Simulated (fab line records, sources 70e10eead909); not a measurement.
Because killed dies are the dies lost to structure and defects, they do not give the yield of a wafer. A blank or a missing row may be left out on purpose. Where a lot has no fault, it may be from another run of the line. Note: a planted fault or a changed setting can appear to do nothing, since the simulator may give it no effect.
Which tool did it? ; flow nand_harc ; Sampling: 24 lots, 72 wafers, 5 of 1302 route steps

WHAT THE GAUGES SHOWED, per wafer
NHARC_P_M2_INSPECT_11. Usual: raw_defect_count 4.4, standard deviation 2.5.
lot;measured;on;raw_defect_count;flag
L074;day 6 09:30;defect_inspect-01;2 4 9;
L075;day 6 19:18;defect_inspect-01;2 5 6;
L076;day 7 09:13;defect_inspect-01;5 3 2;
L077;day 7 10:16;defect_inspect-01;2 5 5;
L078;day 8 04:17;defect_inspect-01;7 1 4;
L079;day 8 10:04;defect_inspect-02;5 4 7;
L080;day 8 23:44;defect_inspect-02;6 4 1;
L081;day 9 02:38;defect_inspect-01;4 4 2;
L082;day 9 16:16;defect_inspect-01;3 7 4;
L083;day 10 00:32;defect_inspect-02;6 10 7;
L084;day 10 17:14;defect_inspect-02;1 6 5;
L085;day 11 01:07;defect_inspect-02;4 5 5;
L086;day 11 11:06;defect_inspect-02;0 2 1;
L087;day 11 14:56;defect_inspect-02;3 2 4;
L089;day 12 13:34;defect_inspect-01;13 8 14;
L088;day 12 13:44;defect_inspect-02;6 5 5;
L090;day 13 07:49;defect_inspect-01;5 4 5;
L091;day 13 15:14;defect_inspect-02;4 2 1;
L092;day 13 16:57;defect_inspect-02;8 2 6;
L093;day 14 06:30;defect_inspect-01;5 3 4;
L095;day 14 22:37;defect_inspect-02;2 10 1;
L094;day 14 23:08;defect_inspect-02;3 2 6;
L096;day 15 11:47;defect_inspect-01;3 5 5;
L097;day 16 07:58;defect_inspect-01;5 1 7;

WHICH TOOL RAN EACH LOT (tool, then ch and the chambers of the sampled wafers, then the start)
lot;NHARC_P_M1_DESCUM_14;NHARC_P_M1_ETCH_35;NHARC_P_M1_ETCH_15;NHARC_P_M1_PRE_CLEAN_32
L074;rie_diel-04 ch 0,1,3, day 6 05:08;rie_diel-04 ch 1,2,3, day 6 05:12;rie_diel-04 ch 1,2,3, day 6 07:58 or earlier;pecvd-01 ch 0,2, day 6 07:58
L075;rie_diel-07 ch 0,1,3, day 6 15:14;rie_diel-07 ch 1,2,3, day 6 15:19;rie_diel-07 ch 0,1,3, day 6 17:52 or earlier;pecvd-03 ch 0,1,2, day 6 17:52
L076;rie_diel-04 ch 1,2,3, day 7 05:15;rie_diel-04 ch 0,3, day 7 05:20;rie_diel-04 ch 0,2, day 7 07:53 or earlier;pecvd-03 ch 1,2, day 7 07:53
L077;rie_diel-04 ch 0,2, day 7 05:44;rie_diel-04 ch 0,1,2, day 7 05:49;rie_diel-04 ch 0,1, day 7 08:50 or earlier;pecvd-03 ch 0,1, day 7 08:50
L078;rie_diel-04 ch 1,2, day 8 00:19;rie_diel-04 ch 0,1,2, day 8 00:25;rie_diel-04 ch 1,2,3, day 8 03:01 or earlier;pecvd-04 ch 0,1,2, day 8 03:01
L079;rie_diel-04 ch 0,1,2, day 8 06:05;rie_diel-04 ch 0,1,3, day 8 06:11;rie_diel-04 ch 0,2,3, day 8 08:44 or earlier;pecvd-04 ch 0,1, day 8 08:44
L080;rie_diel-13 ch 0,2,3, day 8 17:02;rie_diel-13 ch 0,1,3, day 8 17:07;rie_diel-13 ch 0,2,3, day 8 22:25 or earlier;pecvd-04 ch 0,2, day 8 22:25
L081;rie_diel-04 ch 0,2,3, day 8 22:32;rie_diel-04 ch 1,3, day 8 22:37;rie_diel-04 ch 0,1,3, day 9 01:11 or earlier;pecvd-01 ch 1,2, day 9 01:11
L082;rie_diel-07 ch 1,2,3, day 9 12:12;rie_diel-07 ch 0,1,2, day 9 12:17;rie_diel-07 ch 0,1,2, day 9 14:50 or earlier;pecvd-04 ch 0,2, day 9 14:50
L083;rie_diel-07 ch 0,1,2, day 9 20:23;rie_diel-07 ch 0,1,2, day 9 20:29;rie_diel-07 ch 0,1,2, day 9 23:07 or earlier;pecvd-01 ch 0,1,2, day 9 23:07
L084;rie_diel-04 ch 0,3, day 10 13:14;rie_diel-04 ch 0,1,3, day 10 13:19;rie_diel-04 ch 0,3, day 10 15:56 or earlier;pecvd-03 ch 0,1, day 10 15:56
L085;rie_diel-07 ch 1,2,3, day 10 20:40;rie_diel-07 ch 1,3, day 10 20:45;rie_diel-07 ch 1,2, day 10 23:40 or earlier;pecvd-03 ch 0,1, day 10 23:40
L086;rie_diel-04 ch 1,2,3, day 11 07:03;rie_diel-04 ch 1,2,3, day 11 07:08;rie_diel-04 ch 0,1,2, day 11 09:42 or earlier;pecvd-04 ch 0,1,2, day 11 09:42
L087;rie_diel-07 ch 0,2,3, day 11 10:51;rie_diel-07 ch 1,2,3, day 11 10:56;rie_diel-07 ch 0,2,3, day 11 13:29 or earlier;pecvd-04 ch 0,1,2, day 11 13:29
L089;rie_diel-07 ch 0,1,2, day 12 08:43;rie_diel-07 ch 1,2, day 12 09:19;rie_diel-07 ch 0,2, day 12 11:51 or earlier;pecvd-01 ch 0,1, day 12 11:51
L088;rie_diel-07 ch 0,3, day 12 09:38;rie_diel-07 ch 0,1,3, day 12 09:44;rie_diel-07 ch 0,1,3, day 12 12:17 or earlier;pecvd-03 ch 0,1, day 12 12:17
L090;rie_diel-07 ch 0,3, day 13 03:46;rie_diel-07 ch 0,1,2, day 13 03:52;rie_diel-07 ch 0,1, day 13 06:31 or earlier;pecvd-01 ch 0,1, day 13 06:31
L091;rie_diel-04 ch 2,3, day 13 11:08;rie_diel-04 ch 0,3, day 13 11:14;rie_diel-04 ch 0,2,3, day 13 13:48 or earlier;pecvd-03 ch 0,1,2, day 13 13:48
L092;rie_diel-04 ch 1,3, day 13 12:59;rie_diel-04 ch 0,1,2, day 13 13:04;rie_diel-04 ch 0,1,3, day 13 15:38 or earlier;pecvd-01 ch 0,1, day 13 15:38
L093;rie_diel-07 ch 0,3, day 14 02:23;rie_diel-07 ch 0,3, day 14 02:28;rie_diel-07 ch 1,3, day 14 05:04 or earlier;pecvd-04 ch 0,1,2, day 14 05:04
L095;rie_diel-13 ch 0,1,2, day 14 18:34;rie_diel-13 ch 0,1,2, day 14 18:40;rie_diel-13 ch 0,1,2, day 14 21:19 or earlier;pecvd-04 ch 0,1,2, day 14 21:19
L094;rie_diel-07 ch 0,2,3, day 14 18:52;rie_diel-07 ch 0,2,3, day 14 18:58;rie_diel-07 ch 1,2,3, day 14 21:32 or earlier;pecvd-03 ch 1,2, day 14 21:32
L096;rie_diel-07 ch 0,1,3, day 15 07:41;rie_diel-07 ch 0,2, day 15 07:45;rie_diel-07 ch 1,2,3, day 15 10:20 or earlier;pecvd-04 ch 1,2, day 15 10:20
L097;rie_diel-07 ch 0,1,3, day 16 01:31;rie_diel-07 ch 0,3, day 16 01:35;rie_diel-07 ch 1,2,3, day 16 04:14 or earlier;pecvd-01 ch 0,2, day 16 04:14
- NHARC_P_M1_DESCUM_14: chemistry O2, time 3 s.
- NHARC_P_M1_ETCH_35: etches the open film in N2/H2, target depth 40 nm, overetch 12 nm, time 43.94 s.
- NHARC_P_M1_ETCH_15: etches the open film in C4F8/Ar, target depth 182.5 nm, time 91.2 s.
- NHARC_P_M1_PRE_CLEAN_32: time 12 s.

WHAT THE TOOLS THEMSELVES READ (means of the sampled wafers that have a number; where no wafer has one, the mark that the record gives instead)
NHARC_P_M1_DESCUM_14. Usual: drypump_motor_current_A 5.8 A, standard deviation 0.5; mfc_ar_sccm 0.003 sccm, standard deviation 0.007; oes_product_au 1.000 a.u., standard deviation 0.0096; rf_vpp_V 57.7 V, standard deviation 0.91; showerhead_plenum_p_Torr 1.90 Torr, standard deviation 0.075; throttle_valve_pct 11.310 %, standard deviation 0.0093.
lot;tool;drypump_motor_current_A (A);mfc_ar_sccm (sccm);oes_product_au (a.u.);rf_vpp_V (V);showerhead_plenum_p_Torr (Torr);throttle_valve_pct (%);flag
L074;rie_diel-04;5.7;0.008;1.005;57.6;1.93;11.314;
L075;rie_diel-07;5.9;0.000;0.999;58.1;1.91;11.304;
L076;rie_diel-04;5.9;0.008;0.997;57.1;1.91;11.309;
L077;rie_diel-04;5.3;0.000;1.006;57.2;1.93;11.304;
L078;rie_diel-04;5.6;0.017;0.992;58.6;1.95;11.311;
L079;rie_diel-04;5.4;0.008;0.998;58.1;1.95;11.308;
L080;rie_diel-13;5.6;0.003;1.007;57.3;1.92;11.314;
L081;rie_diel-04;5.6;0.000;0.996;57.3;1.91;11.307;
L082;rie_diel-07;5.8;0.000;0.997;57.3;1.91;11.322;
L083;rie_diel-07;5.6;0.000;0.994;56.8;1.84;11.306;
L084;rie_diel-04;6.0;0.000;0.993;57.3;1.89;11.312;
L085;rie_diel-07;5.8;0.000;0.999;57.5;1.91;11.315;
L086;rie_diel-04;5.9;0.008;0.990;58.3;1.91;11.307;
L087;rie_diel-07;6.0;0.000;0.998;57.6;1.91;11.319;
L089;rie_diel-07;5.7;0.000;0.995;56.6;1.84;11.316;
L088;rie_diel-07;6.2;0.000;1.000;58.1;1.91;11.307;
L090;rie_diel-07;6.1;0.000;0.990;58.2;1.91;11.302;
L091;rie_diel-04;5.8;0.000;0.985;57.7;1.88;11.307;
L092;rie_diel-04;6.2;0.008;0.994;57.8;1.88;11.311;
L093;rie_diel-07;6.3;0.000;1.007;58.6;1.98;11.309;
L095;rie_diel-13;5.9;0.001;0.994;57.5;1.84;11.312;
L094;rie_diel-07;6.0;0.000;1.004;57.4;1.91;11.311;
L096;rie_diel-07;6.0;0.000;1.005;58.8;1.91;11.307;
L097;rie_diel-07;5.9;0.000;1.003;57.7;1.91;11.300;

NHARC_P_M1_ETCH_35. Usual: drypump_motor_current_A 5.7 A, standard deviation 0.51; mfc_ar_sccm 0.003 sccm, standard deviation 0.0079; n2_flow_sccm 150.0 sccm, standard deviation 0.47; oes_product_au 1.000 a.u., standard deviation 0.01; rf_vpp_V 430.2 V, standard deviation 2.5; showerhead_plenum_p_Torr 2.03 Torr, standard deviation 0.086; throttle_valve_pct 14.171 %, standard deviation 0.0091.
lot;tool;drypump_motor_current_A (A);mfc_ar_sccm (sccm);n2_flow_sccm (sccm);oes_product_au (a.u.);rf_vpp_V (V);showerhead_plenum_p_Torr (Torr);throttle_valve_pct (%);flag
L074;rie_diel-04;5.9;0.008;149.9;0.999;430.5;2.03;14.176;
L075;rie_diel-07;5.8;0.000;150.1;0.998;430.6;2.04;14.177;
L076;rie_diel-04;6.0;0.000;149.9;1.005;429.1;2.01;14.172;
L077;rie_diel-04;5.4;0.008;150.1;0.992;431.7;2.08;14.166;
L078;rie_diel-04;5.4;0.008;149.9;1.005;431.2;2.08;14.173;
L079;rie_diel-04;5.7;0.008;149.8;1.004;430.0;2.06;14.177;
L080;rie_diel-13;6.0;0.003;150.1;1.006;430.3;2.04;14.173;
L081;rie_diel-04;6.0;0.017;150.0;1.007;431.3;2.06;14.171;
L082;rie_diel-07;5.7;0.000;150.2;0.993;428.5;1.96;14.173;
L083;rie_diel-07;5.6;0.000;150.1;0.996;429.4;1.96;14.170;
L084;rie_diel-04;5.7;0.008;150.1;0.989;431.2;2.06;14.174;
L085;rie_diel-07;5.7;0.001;150.0;1.006;430.4;2.04;14.173;
L086;rie_diel-04;5.9;0.008;150.0;0.992;430.7;2.03;14.175;
L087;rie_diel-07;5.8;0.000;150.2;0.998;430.3;2.04;14.184;
L089;rie_diel-07;5.4;0.001;149.5;1.000;428.0;1.96;14.163;
L088;rie_diel-07;5.9;0.000;149.4;1.004;429.8;2.04;14.171;
L090;rie_diel-07;5.6;0.000;149.3;0.995;428.9;1.96;14.172;
L091;rie_diel-04;6.0;0.000;150.0;1.004;429.9;2.00;14.172;
L092;rie_diel-04;5.4;0.008;150.4;0.986;432.2;2.08;14.170;
L093;rie_diel-07;6.1;0.000;150.1;1.005;430.5;2.04;14.169;
L095;rie_diel-13;5.9;0.001;150.0;0.994;427.9;1.96;14.165;
L094;rie_diel-07;6.0;0.000;150.3;1.013;430.3;2.04;14.174;
L096;rie_diel-07;5.7;0.000;149.6;1.001;428.4;1.97;14.173;
L097;rie_diel-07;6.3;0.000;150.2;1.011;431.6;2.11;14.174;

NHARC_P_M1_ETCH_15. Usual: oes_product_au 0.955 a.u., standard deviation 0.022; rf_vpp_V 440.6 V, standard deviation 2.5.
lot;tool;oes_product_au (a.u.);rf_vpp_V (V);flag
L074;rie_diel-04;0.955;440.4;
L075;rie_diel-07;0.959;441.0;
L076;rie_diel-04;0.928;441.9;
L077;rie_diel-04;0.975;443.4;
L078;rie_diel-04;0.957;440.2;
L079;rie_diel-04;0.977;441.0;
L080;rie_diel-13;0.971;440.7;
L081;rie_diel-04;0.957;441.9;
L082;rie_diel-07;0.949;438.7;
L083;rie_diel-07;0.971;438.8;
L084;rie_diel-04;0.956;441.4;
L085;rie_diel-07;0.963;438.6;
L086;rie_diel-04;0.960;441.7;
L087;rie_diel-07;0.918;440.4;
L089;rie_diel-07;0.923;439.2;
L088;rie_diel-07;0.917;441.4;
L090;rie_diel-07;0.966;438.9;
L091;rie_diel-04;0.920;440.8;
L092;rie_diel-04;0.962;441.1;
L093;rie_diel-07;0.974;442.1;
L095;rie_diel-13;0.925;438.7;
L094;rie_diel-07;0.978;440.5;
L096;rie_diel-07;0.977;440.4;
L097;rie_diel-07;0.973;440.7;

NHARC_P_M1_PRE_CLEAN_32. Usual: heater_power_w 621 W, standard deviation 90.
lot;tool;heater_power_w (W);flag
L074;pecvd-01;517;
L075;pecvd-03;579;
L076;pecvd-03;588;
L077;pecvd-03;652;
L078;pecvd-04;641;
L079;pecvd-04;634;
L080;pecvd-04;575;
L081;pecvd-01;619;
L082;pecvd-04;657;
L083;pecvd-01;590;
L084;pecvd-03;581;
L085;pecvd-03;620;
L086;pecvd-04;648;
L087;pecvd-04;610;
L089;pecvd-01;614;
L088;pecvd-03;640;
L090;pecvd-01;749;
L091;pecvd-03;597;
L092;pecvd-01;593;
L093;pecvd-04;587;
L095;pecvd-04;637;
L094;pecvd-03;685;
L096;pecvd-04;605;
L097;pecvd-01;557;

THE ANSWER, worked out from the rows above alone
Rule: take the mean of a lot's wafers that have a number; if it is more than 3 standard deviations from the usual mean, the lot is off. Also off: a lot with no number at a reading for which 4 or more lots have one. The other lots that the step has rows for count as sound. The gauges are gone through in route order, then the tools' own readings, and for those a lot's mean is taken as printed above. The first step at which some lot is off is used, and at that step the reading that is off furthest; a lot without a number counts as furthest.
None of the lots is off at any reading shown; this tells nothing.

WHAT THE SIMULATOR HAD INSERTED
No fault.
